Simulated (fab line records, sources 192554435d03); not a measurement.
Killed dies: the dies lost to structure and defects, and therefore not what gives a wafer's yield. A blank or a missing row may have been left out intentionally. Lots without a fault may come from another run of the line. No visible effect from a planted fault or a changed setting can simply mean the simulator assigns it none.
Chamber matching + flow n5Finfet + aldSin-01 running N5_BEOL_M0_SAQP_SPACER2_ALD_26: 4 sister chambers
The step deposits SiO2, target thk 15 nm, pulse time 1 s, purge time 2 s. 22 wafers are shown with their chamber, then 11 later ones without.

== WAFERS PAIRED WITH THEIR CHAMBERS ==
| wafer  | chamber | heaterPowerW (W) | precursorPulseHeightRel |
|--------|---------|------------------|-------------------------|
| L074.1 | 2       | 422              | 1.020                   |
| L074.3 | 3       | 477              | 1.014                   |
| L074.5 | 3       | 482              | 1.007                   |
| L076.1 | 1       | 504              | 0.990                   |
| L076.2 | 2       | 415              | 1.051                   |
| L076.4 | 0       | 418              | 1.034                   |
| L078.1 | 2       | 414              | 0.981                   |
| L078.4 | 0       | 437              | 0.962                   |
| L078.6 | 0       | 435              | 1.014                   |
| L083.3 | 3       | 469              | 1.018                   |
| L083.4 | 0       | 427              | 0.986                   |
| L083.5 | 1       | 519              | 0.992                   |
| L084.2 | 2       | 414              | 0.975                   |
| L084.4 | 3       | 478              | 1.002                   |
| L084.5 | 0       | 427              | 0.989                   |
| L085.2 | 1       | 507              | 1.049                   |
| L085.3 | 3       | 478              | 1.000                   |
| L085.4 | 2       | 418              | 1.028                   |
| L086.2 | 1       | 501              | 0.942                   |
| L086.3 | 3       | 474              | 1.017                   |
| L086.4 | 0       | 431              | 1.014                   |
| L088.1 | 1       | 510              | 0.993                   |

SIGNATURES, as means of the wafers listed above
| reading                 | chamber 0 | chamber 1 | chamber 2 | chamber 3 | scatter within a chamber |
|-------------------------|-----------|-----------|-----------|-----------|--------------------------|
| heaterPowerW            | 429.17    | 508.20    | 416.60    | 476.33    | 5.62                     |
| precursorPulseHeightRel | 0.99983   | 0.99320   | 1.01100   | 1.00967   | 0.0274                   |
Rule: a wafer lies at a distance from a chamber equal to the root of the sum of squares, over the readings, of (its reading less the chamber's mean, divided by the reading's scatter). If the next closest chamber is less than 2 further off than the closest, the wafer can't be placed; otherwise it belongs to the closest. The scatter: the root of (the sum of the squares of (reading less its chamber's mean) over the shown wafers, divided by (wafers less chambers)).

== WAFERS MISSING THEIR CHAMBER ==
| wafer  | heaterPowerW (W) | precursorPulseHeightRel |
|--------|------------------|-------------------------|
| L088.2 | 424              | 1.045                   |
| L088.4 | 472              | 0.996                   |
| L090.2 | 433              | 1.029                   |
| L090.3 | 414              | 0.976                   |
| L090.6 | 432              | 1.010                   |
| L093.3 | 412              | 1.010                   |
| L093.4 | 431              | 0.972                   |
| L093.5 | 418              | 1.024                   |
| L096.2 | 507              | 0.973                   |
| L096.3 | 469              | 1.028                   |
| L096.6 | 478              | 0.996                   |

== EACH ONE'S CHAMBER ==
| wafer  | from the rows above     | in truth |
|--------|-------------------------|----------|
| L088.2 | can't be placed: 2 or 0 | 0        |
| L088.4 | 3                       | 3        |
| L090.2 | can't be placed: 0 or 2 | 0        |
| L090.3 | can't be placed: 2 or 0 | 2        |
| L090.6 | 0                       | 0        |
| L093.3 | 2                       | 2        |
| L093.4 | can't be placed: 0 or 2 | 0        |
| L093.5 | can't be placed: 2 or 0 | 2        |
| L096.2 | 1                       | 1        |
| L096.3 | 3                       | 3        |
| L096.6 | 3                       | 3        |
Placed correctly: 6 of 11. Unplaceable from these rows: 5, with the true chamber sitting among the candidates in 5. 0 placed wrongly.
